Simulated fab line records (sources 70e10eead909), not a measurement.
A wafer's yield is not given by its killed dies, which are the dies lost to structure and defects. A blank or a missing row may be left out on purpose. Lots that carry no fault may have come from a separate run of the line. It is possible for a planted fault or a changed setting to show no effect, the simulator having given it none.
Which tool did it? | flow nandHarc | 36 wafers from 12 lots sampled at 5 of the route's 1159 steps

## WHAT EACH GAUGE READ, for each wafer
NHARC_A_M0_OVL_MEAS_10: pitch 160 nm. Usual: overlayXNm -0.3 nm, standard deviation 1.1; overlayYNm 0.0 nm, standard deviation 0.84.
lot  | measured     | on         | overlayXNm (nm) | overlayYNm (nm) | flag
L173 | day 17 18:49 | overlay-01 | -0.6 -0.4 -0.6  | 0.1 0.4 -0.4    | 
L175 | day 18 00:25 | overlay-01 | 0.4 0.1 0.0     | 0.0 -0.3 0.0    | 
L177 | day 18 14:41 | overlay-02 | 0.0 -0.2 -0.1   | -1.2 -1.3 -0.7  | 
L179 | day 19 02:09 | overlay-01 | -2.5 -2.4 -2.3  | 0.1 -0.2 -0.4   | 
L180 | day 19 11:43 | overlay-02 | -0.5 -1.0 -0.8  | -0.3 -0.2 0.3   | 
L185 | day 20 14:57 | overlay-02 | -2.0 -1.9 -1.9  | 0.7 0.0 -0.5    | 
L187 | day 20 16:07 | overlay-02 | 0.7 0.4 0.5     | 0.5 0.4 0.5     | 
L192 | day 22 06:07 | overlay-02 | 0.3 0.1 0.3     | -1.5 -0.8 -0.7  | 
L193 | day 22 07:05 | overlay-01 | -1.2 -1.0 -0.9  | 1.1 1.3 1.4     | 
L195 | day 22 12:05 | overlay-02 | -2.1 -1.8 -1.5  | -1.2 -0.6 -0.9  | 
L196 | day 22 13:29 | overlay-01 | -0.3 0.1 -0.3   | -0.5 -1.2 -0.7  | 
L194 | day 22 16:29 | overlay-02 | 0.6 0.7 0.6     | -1.6 -0.8 -0.3  | 

NHARC_END_SORT_01. Usual: defectLimitedYield 95.4 %, standard deviation 1.5; killedAtArray 27, standard deviation 9.9; killedAtOther 0.5, standard deviation 0.76; killedAtPeriphery 3.4, standard deviation 2.2; killedDies 31, standard deviation 10; killedOpen 3.3, standard deviation 2; killedShort 2.0, standard deviation 1.5; sort_bin_2_pct 1.5 %, standard deviation 0.64; sort_bin_3_pct 0.21 %, standard deviation 0.2; sort_bin_4_pct 2.9 %, standard deviation 0.97; sortNPass 646, standard deviation 10; sortRimYieldPct 96.9 %, standard deviation 2; sortYieldPct 95.4 %, standard deviation 1.5.
lot  | measured     | on        | defectLimitedYield (%) | killedAtArray | killedAtOther | killedAtPeriphery | killedDies  | killedOpen | killedShort | sort_bin_2_pct (%) | sort_bin_3_pct (%) | sort_bin_4_pct (%) | sortNPass | sortRimYieldPct (%) | sortYieldPct (%) | flag
L185 | day 22 13:31 | prober-01 | 0 0 0                  | 674 674 675   | 0 0 0         | 3 3 2             | 677 677 677 | 8 3 3      | 7 0 3       | 97.3 98.5 98.4     | 0.30 0.15 0.15     | 2.4 1.3 1.5        | 0 0 0     | 0 0 0               | 0 0 0            | OFF
L187 | day 22 13:32 | prober-02 | 0 0 0                  | 676 675 675   | 0 1 0         | 1 1 2             | 677 677 677 | 1 2 2      | 1 3 3       | 97.5 95.9 96.2     | 0.59 0.15 0        | 1.9 4.0 3.8        | 0 0 0     | 0 0 0               | 0 0 0            | OFF

## WHAT TOOL EACH LOT RAN ON (gives the tool, then ch and the chambers of the sampled wafers, and finally the start)
lot  | NHARC_A_BLC_DEGAS_30        | NHARC_A_M0_ETCH_15                | NHARC_A_M0_CMP_23
L173 | pvdSputter-01, day 17 15:34 | rieDiel-04 ch 0,1,2, day 17 19:07 | cmp-03 ch 0,1,3, day 17 21:01
L175 | pvdSputter-01, day 17 19:35 | rieDiel-04 ch 0,1,3, day 18 00:41 | cmp-03 ch 1,2,3, day 18 02:34
L177 | pvdSputter-01, day 18 12:20 | rieDiel-10 ch 1,2,3, day 18 14:59 | cmp-01 ch 0,3, day 18 16:58
L179 | pvdSputter-03, day 18 19:29 | rieDiel-12 ch 1,2,3, day 19 02:25 | cmp-02 ch 0,2,3, day 19 04:18
L180 | pvdSputter-02, day 19 08:33 | rieDiel-12 ch 0,3, day 19 11:59   | cmp-02 ch 0,3, day 19 14:01
L185 | pvdSputter-01, day 20 12:37 | rieDiel-12 ch 1,3, day 20 15:14   | cmp-01 ch 0,3, day 20 17:07
L187 | pvdSputter-02, day 20 13:43 | rieDiel-10 ch 1,2,3, day 20 16:23 | cmp-02 ch 1,2,3, day 20 18:46
L192 | pvdSputter-02, day 22 03:43 | rieDiel-12 ch 1,2,3, day 22 06:23 | cmp-02 ch 0,1,3, day 22 08:15
L193 | pvdSputter-03, day 22 04:29 | rieDiel-12 ch 0,1,3, day 22 07:22 | cmp-03 ch 1,2,3, day 22 09:14
L195 | pvdSputter-03, day 22 09:38 | rieDiel-04 ch 1,3, day 22 12:22   | cmp-03 ch 0,1,3, day 22 14:16
L196 | pvdSputter-02, day 22 11:05 | rieDiel-04 ch 1,2, day 22 13:45   | cmp-03 ch 0,2,3, day 22 15:35
L194 | pvdSputter-03, day 22 12:41 | rieDiel-10 ch 1,2,3, day 22 16:45 | cmp-01 ch 0,1,3, day 22 18:49
- NHARC_A_BLC_DEGAS_30: time 60 s.
- NHARC_A_M0_ETCH_15: etches the open film in C4F8/Ar, target depth 150 nm, overetch 15 nm, time 82.5 s.
- NHARC_A_M0_CMP_23: polishes, t overpolish 20 s, target thk 113.75 nm.

## WHAT THE TOOLS THEMSELVES READ (means of the sampled wafers that have a number; where no wafer has one, the mark that the record gives instead)
NHARC_A_BLC_DEGAS_30. Usual: heaterPowerW 473 W, standard deviation 34.
lot  | tool          | heaterPowerW (W) | flag
L173 | pvdSputter-01 | 496              | 
L175 | pvdSputter-01 | 491              | 
L177 | pvdSputter-01 | 485              | 
L179 | pvdSputter-03 | 453              | 
L180 | pvdSputter-02 | 457              | 
L185 | pvdSputter-01 | 520              | 
L187 | pvdSputter-02 | 466              | 
L192 | pvdSputter-02 | 482              | 
L193 | pvdSputter-03 | 487              | 
L195 | pvdSputter-03 | 445              | 
L196 | pvdSputter-02 | 458              | 
L194 | pvdSputter-03 | 445              | 

NHARC_A_M0_ETCH_15. Usual: biasW 300.0 W, standard deviation 0.93; chamberPressureMTorr 25.001 mTorr, standard deviation 0.023; oesProductAu 0.945 a.u., standard deviation 0.024; rfVppV 440.9 V, standard deviation 2.
lot  | tool       | biasW (W) | chamberPressureMTorr (mTorr) | oesProductAu (a.u.) | rfVppV (V) | flag
L173 | rieDiel-04 | 300.3     | 24.994                       | 0.921               | 439.9      | 
L175 | rieDiel-04 | 300.7     | 25.021                       | 0.971               | 441.0      | 
L177 | rieDiel-10 | 299.5     | 25.002                       | 0.943               | 441.9      | 
L179 | rieDiel-12 | 300.7     | 24.990                       | 0.982               | 441.0      | 
L180 | rieDiel-12 | 300.1     | 24.998                       | 0.976               | 439.9      | 
L185 | rieDiel-12 | -         | -                            | -                   | -          | OFF
L187 | rieDiel-10 | -         | -                            | -                   | -          | OFF
L192 | rieDiel-12 | 300.4     | 25.014                       | 0.932               | 440.2      | 
L193 | rieDiel-12 | 299.8     | 25.012                       | 0.939               | 442.0      | 
L195 | rieDiel-04 | 300.1     | 24.995                       | 0.952               | 440.9      | 
L196 | rieDiel-04 | 299.6     | 25.011                       | 0.955               | 440.2      | 
L194 | rieDiel-10 | 299.8     | 25.029                       | 0.967               | 440.7      | 

NHARC_A_M0_CMP_23. Usual: motorCurrentA 11.9 A, standard deviation 1.2; timeToEndpointS 28 s, standard deviation 3.5.
lot  | tool   | motorCurrentA (A) | timeToEndpointS (s) | flag
L173 | cmp-03 | 12.2              | 25                  | 
L175 | cmp-03 | 12.2              | 26                  | 
L177 | cmp-01 | 9.7               | 30                  | 
L179 | cmp-02 | 11.4              | 28                  | 
L180 | cmp-02 | 12.3              | 29                  | 
L185 | cmp-01 | 10.1              | 30                  | 
L187 | cmp-02 | 11.6              | 29                  | 
L192 | cmp-02 | 12.3              | 33                  | 
L193 | cmp-03 | 11.9              | 25                  | 
L195 | cmp-03 | 12.4              | 23                  | 
L196 | cmp-03 | 12.0              | 23                  | 
L194 | cmp-01 | 10.7              | 27                  | 

## THE ANSWER, worked out from the rows above alone
Rule: lot off if the mean of its wafers having a number is beyond 3 standard deviations from the usual mean. A lot without any number at a reading at which 4 lots or more have one is off too. All remaining lots with rows at the step are treated as sound. First the gauges in route order, then the tools' own readings, where a lot's mean is used as printed above. At the first step where some lot is off, the reading lying furthest off is the one used; lots without a number count as furthest.
Off, at NHARC_END_SORT_01 on sort_bin_2_pct: L185, L187. Neither off nor sound, because the step has no rows for them: L173, L175, L177, L179, L180, L192, L193, L195, L196, L194.
A tool fits if, at a process step before that reading, it ran every lot that is off, and no sound lot after the first of them. Not tried: the gauges at NHARC_END_SORT_01; whatever is off there is also off at NHARC_A_M0_ETCH_15, on other tools, and gauge error can't account for it. Not one of the candidates tried fits.

## WHAT THE SIMULATOR PUT IN
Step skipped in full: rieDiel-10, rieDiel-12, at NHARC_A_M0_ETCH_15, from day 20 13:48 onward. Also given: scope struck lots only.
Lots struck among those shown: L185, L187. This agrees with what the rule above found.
